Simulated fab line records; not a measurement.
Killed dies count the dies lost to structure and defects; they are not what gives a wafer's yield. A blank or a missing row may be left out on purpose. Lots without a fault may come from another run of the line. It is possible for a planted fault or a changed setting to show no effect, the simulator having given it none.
A struck lot beside a sound one    flow n5 finfet    35 out of 1938 route steps
Sound: the wafers L808.2, L808.4, L808.6. Struck: wafer L800.1 (left out: L800.3, L800.4 of the same lot, which were not struck); the cause appears at the end.
For every step that has rows: the tool of each side, followed by ch and its chambers, followed by its first start. Under that, the readings that differ: sound wafers    struck wafers    difference of the means    sigmas: that difference in standard deviations of wafers without a fault.
alike: words and numbers the same on both sides, and readings whose means are apart by under 2 such deviations; not compared: readings that were withheld, readings missing a value for some wafer, numbers with overlapping values and no deviation given by the record, and bounds like >300 which may hide the same value.
Wherever a step has rows on one side only, a row that says differs or no value, or a row with sigmas, the two part there. When numbers do not overlap yet have no deviation, they are printed without sigmas and do not part them. A reading missing from all wafers of one side parts the sides only when that side holds two or more wafers.

first, 9 steps without rows for these wafers: N5_BEOL_M14_COAT_22 (resist thk 300 nm); N5_BEOL_M14_EBR_24; N5_BEOL_M14_SOFTBAKE_23 (time 60 s); N5_BEOL_M14_EXPOSE_25 (exposes mask M14, target cd 280 nm); N5_BEOL_M14_PEB_26 (peb time 90 s); N5_BEOL_M14_DEVELOP_27 (develop time 45 s); N5_BEOL_M14_HARDBAKE_32 (time 120 s); N5_BEOL_M14_DESCUM_33 (chemistry O2, time 7.9 s); N5_BEOL_M14_ETCH_67 (etches SiARC in CF4, target depth 143 nm, time 238.3 s).
N5_BEOL_M14_ETCH_68: etches SOC in N2/H2, time 450 s.
  sound on rie diel-01 ch 1,2,3, day 18 11:54; struck on rie diel-01 ch 0, day 12 20:32
reading                 sound           struck  difference  sigmas
throttle valve pct (%)  18.2 17.5 18.1  17.3    -0.6        -2
  alike: drypump motor current A, oes product au, rf fwd power W, rf vpp V, showerhead plenum p Torr
  not compared: rf hours counter h
then, 24 steps without rows for these wafers: N5_BEOL_M14_STRIP_69 (strips in N2/H2); N5_BEOL_M14_TRENCH_ETCH_34 (etches SiO2 in C4F8/O2/Ar, target depth 556.65 nm, time 126.9 s); N5_BEOL_M14_STRIP_70 (strips in C4F8/O2/Ar); N5_BEOL_M14_STRIP_37 (strips in O2); N5_BEOL_M14_ETCH_38 (etches SiCN in CF4/N2, target depth 106.5 nm, time 120.6 s); N5_BEOL_M14_PRECLEAN_39 (cleans in residue remover, time 60 s); N5_BEOL_M14_SRD_40 (time 30 s, dry time 30 s); N5_BEOL_M14_DEGAS_41 (time 60 s); N5_BEOL_M14_PRE_CLEAN_42 (time 30 s); N5_BEOL_M14_SPUTTER_43 (material TaN, target thk 15 nm, time 24.19 s); N5_BEOL_M14_SPUTTER_44 (material Ta, target thk 15 nm, time 24.19 s); N5_BEOL_M14_SPUTTER_45 (material Cu, target thk 100 nm, time 16.67 s); N5_BEOL_M14_ECD_47 (material Cu, target thk 1248 nm); N5_BEOL_M14_ANNEAL_48 (time 90 s); N5_BEOL_M14_CMP_49 (polishes, stops on SiO2, t overpolish 5.2 s, target thk 560 nm); N5_BEOL_M14_PRE_CLEAN_52 (time 15 s); N5_BEOL_M14_DEP_53 (deposits SiCN from 3MS/NH3, target thk 50 nm, time 17.8 s); N5_BEOL_M15_ILD_DEP_00 (deposits SiO2 from TEOS/O2, target thk 1629.3 nm, time 346.1 s); N5_BEOL_M15_COAT_58 (time 60 s, resist thk 89 nm); N5_BEOL_M15_COAT_04 (resist thk 800 nm); N5_BEOL_M15_EBR_06; N5_BEOL_M15_SOFTBAKE_05 (time 60 s); N5_BEOL_M15_EXPOSE_07 (exposes mask V14); N5_BEOL_M15_PEB_08 (peb time 90 s).
N5_PASSIVATION_PROBE_49:
  sound on prober-01 at day 20 12:19; struck on prober-02 at day 13 21:13
reading                   sound           struck  difference  sigmas
defect limited yield (%)  89.9 90.8 91.6  84.4    -6.4        -5
killed_at_M4_up           24 27 19        83      +60         +12
killed at other           1 2 3           9       +7          +3
killed dies               119 109 99      184     +75         +4
killed on rim             11 8 10         27      +17         +5
sort_bin_5_function (%)   5.3 5.3 5.1     10.2    +5.0        +5
sort n pass               1061 1071 1081  996     -75         -4
sort yield pct (%)        89.9 90.8 91.6  84.4    -6.4        -5
  alike: killed_at_M0_to_M3, killed at contacts, killed at front end, killed open, killed short, sort_bin_6_memory

## WHERE THEY PART
Last at N5_PASSIVATION_PROBE_49 as far as this record goes, first at N5_BEOL_M14_ETCH_68.

WHY: what the simulator had put in
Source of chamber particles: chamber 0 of rie diel-01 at N5_BEOL_M14_ETCH_68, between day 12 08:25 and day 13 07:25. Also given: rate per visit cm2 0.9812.
